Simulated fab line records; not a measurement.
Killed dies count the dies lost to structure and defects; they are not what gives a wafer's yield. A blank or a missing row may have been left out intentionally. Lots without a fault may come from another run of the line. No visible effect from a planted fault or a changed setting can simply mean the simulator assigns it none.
One fault through the eyes of 2 desks	flow n5-finfet	each desk holds nothing but its own numbers, with what lay behind them at the end

FOR THE TOOL OWNER'S DESK: ald-sin-04
The tool's own readings at N5_MOL_CONTACT_COAG_ALD_133 (deposits SiO2, target thk 5 nm, pulse time 1 s, co reactant pulse time 1 s): means of the sampled wafers that have a number, for each lot that ran on this tool. The brackets show how far a lot's mean lies from the usual mean; more than 4 standard deviations puts the lot out of limits, marked OUT.
Columns: A = heater-power-w at N5_MOL_CONTACT_COAG_ALD_133, usual 77 W; B = precursor-pulse-height-rel at N5_MOL_CONTACT_COAG_ALD_133, usual 0.999
lot	first seen here	A	B
L511	day 5 09:31	81	1.004
L513	day 5 23:12	65	0.990
L520	day 7 14:19	67	0.993
L521	day 8 03:11	80	1.002
L523	day 8 11:19	64	1.018
Result from this desk: across the 5 lots, nothing is out of limits.

THE METROLOGY DESK
Means of the sampled wafers that have a number, per lot and without regard to the tool the lot ran on: this is what the gauges read. The brackets show how far a lot's mean lies from the usual mean; more than 4 standard deviations puts the lot out of limits, marked OUT. Of its 10 readings 7 are shown: those that lie furthest out on some lot.
Columns: A = DIBL_N at N5_BEOL_M4_RC_MEAS_101, usual 36.4 mV/V; B = DIBL_P at N5_BEOL_M4_RC_MEAS_101, usual 36.4 mV/V; C = IOFF_N at N5_BEOL_M4_RC_MEAS_101, usual 0.156 nA/um; D = ION_N at N5_BEOL_M4_RC_MEAS_101, usual 675 uA/um; E = SS_N at N5_BEOL_M4_RC_MEAS_101, usual 71.6 mV/dec; F = SS_P at N5_BEOL_M4_RC_MEAS_101, usual 73.3 mV/dec; G = VT_N at N5_BEOL_M4_RC_MEAS_101, usual 250 mV
lot	first seen here	A	B	C	D	E	F	G
L511	day 9 10:19	35.5	37.2	0.159	679	71.5	73.2	250
L513	day 9 12:20	35.9	34.7	0.159	677	71.7	73.5	248
L516	day 10 13:27	37.5	35.3	0.170	683	71.3	73.7	249
L520	day 11 17:06	37.8	38.3	0.171	678	72.0	73.7	250
L521	day 12 00:50	35.3	36.3	0.129	658	71.5	73.3	256
L523	day 12 11:10	36.8	32.7	0.114	657	70.9	72.2	254
L529	day 13 23:07	34.4	35.4	0.127	668	71.3	72.3	252
L532	day 14 15:42	36.6	37.2	0.168	677	72.0	73.8	248
L533	day 15 06:20	36.3	37.6	0.159	671	71.6	72.9	250
Result from this desk: across the 9 lots, nothing is out of limits.

ALL TOGETHER
Nothing out of limits was seen by the tool owner's desk.
Nothing out of limits was seen by the metrology desk.

WHAT WAS PUT IN BY THE SIMULATOR
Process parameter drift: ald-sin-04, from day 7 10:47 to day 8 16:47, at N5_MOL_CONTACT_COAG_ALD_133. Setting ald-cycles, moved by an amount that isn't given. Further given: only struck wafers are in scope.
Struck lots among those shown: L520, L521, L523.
